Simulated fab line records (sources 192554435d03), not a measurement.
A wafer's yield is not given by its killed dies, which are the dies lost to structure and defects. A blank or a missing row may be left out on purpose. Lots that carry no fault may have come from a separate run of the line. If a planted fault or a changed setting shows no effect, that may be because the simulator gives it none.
The tool behind it: which one? + flow n5 finfet + 30 wafers from 10 lots sampled at 3 of the route's 1938 steps

== WHAT THE GAUGES SHOWED, per wafer ==
N5_SD_ACTIVATION_RS_MEAS_03: measurement is done with a four-point probe.
| lot  | measured    | on            | RS_SD_N (ohm/sq)  |
|------|-------------|---------------|-------------------|
| L793 | day 3 16:52 | film metro-02 | 22.31 22.36 21.85 |
| L794 | day 4 00:10 | film metro-02 | 21.93 22.14 21.97 |
| L795 | day 4 04:02 | film metro-01 | 21.85 21.69 22.08 |
| L796 | day 4 09:47 | film metro-02 | 22.19 22.07 22.21 |
| L797 | day 4 16:06 | film metro-01 | 21.63 22.19 21.99 |
| L804 | day 6 16:33 | film metro-01 | 21.67 21.60 21.56 |
| L806 | day 6 22:14 | film metro-01 | 24.25 23.97 24.04 |
| L807 | day 7 06:28 | film metro-02 | 24.46 23.84 24.15 |
| L813 | day 8 16:11 | film metro-02 | 21.97 21.71 21.71 |
| L815 | day 9 04:20 | film metro-02 | 22.14 22.13 22.23 |

== WHAT TOOL EACH LOT RAN ON (gives the tool, then ch and the chambers of the sampled wafers, and finally the start) ==
| lot  | N5_SD_EPI_N_EPI_21             | N5_SD_ACTIVATION_LSA_01           |
|------|--------------------------------|-----------------------------------|
| L793 | epi rpcvd-02 ch 0, day 3 10:13 | laser anneal-02 ch 0, day 3 16:40 |
| L794 | epi rpcvd-02 ch 0, day 3 16:46 | laser anneal-01 ch 0, day 3 23:58 |
| L795 | epi rpcvd-04 ch 0, day 3 20:23 | laser anneal-02 ch 0, day 4 03:50 |
| L796 | epi rpcvd-01 ch 0, day 4 02:52 | laser anneal-01 ch 0, day 4 09:34 |
| L797 | epi rpcvd-01 ch 0, day 4 09:02 | laser anneal-02 ch 0, day 4 15:53 |
| L804 | epi rpcvd-01 ch 0, day 6 08:05 | laser anneal-01 ch 0, day 6 16:20 |
| L806 | epi rpcvd-01 ch 0, day 6 13:51 | laser anneal-01 ch 0, day 6 22:01 |
| L807 | epi rpcvd-01 ch 0, day 6 19:55 | laser anneal-02 ch 0, day 7 06:15 |
| L813 | epi rpcvd-02 ch 0, day 8 07:51 | laser anneal-02 ch 0, day 8 15:59 |
| L815 | epi rpcvd-02 ch 0, day 8 19:53 | laser anneal-02 ch 0, day 9 04:08 |
- N5_SD_EPI_N_EPI_21: deposits Si:P, time 690 s.
- N5_SD_ACTIVATION_LSA_01: time 0.0008 s.

== THE ANSWER, worked out from the rows above alone ==
Rule: the usual values come from the lots themselves. Put in order of their means at a reading, lots are off if they are a third of the lots or fewer, leave a main group of 4 or more, and stand apart from it by a gap of 3 or more times the standard deviation of the main group's means; of several such gaps the widest counts. Not used: any main group whose means are identical at the precision the tables above print for the reading. Also off: a lot with no number at a reading for which 4 or more lots have one. All remaining lots with rows at the step are treated as sound.
Off: at N5_SD_ACTIVATION_RS_MEAS_03 (RS_SD_N), L806, L807. The main group has a mean of 21.97 ohm/sq with a standard deviation of 0.19.
If a tool, at a process step before that reading, ran all the lots that are off and no sound lot after the first of them, it fits. Gauges at N5_SD_ACTIVATION_RS_MEAS_03: tried the same way as those tools. One fits: epi rpcvd-01 at N5_SD_EPI_N_EPI_21. Its last sound lot is L804 (day 6 08:05), its first lot that is off L806 (day 6 13:51): a fault that began between those two fits.

== WHAT WAS PUT IN BY THE SIMULATOR ==
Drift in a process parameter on epi rpcvd-01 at N5_SD_EPI_N_EPI_21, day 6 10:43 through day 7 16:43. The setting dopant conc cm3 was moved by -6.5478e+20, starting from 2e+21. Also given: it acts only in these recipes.
Shown lots that were struck: L806, L807. The rule given above showed the same thing.
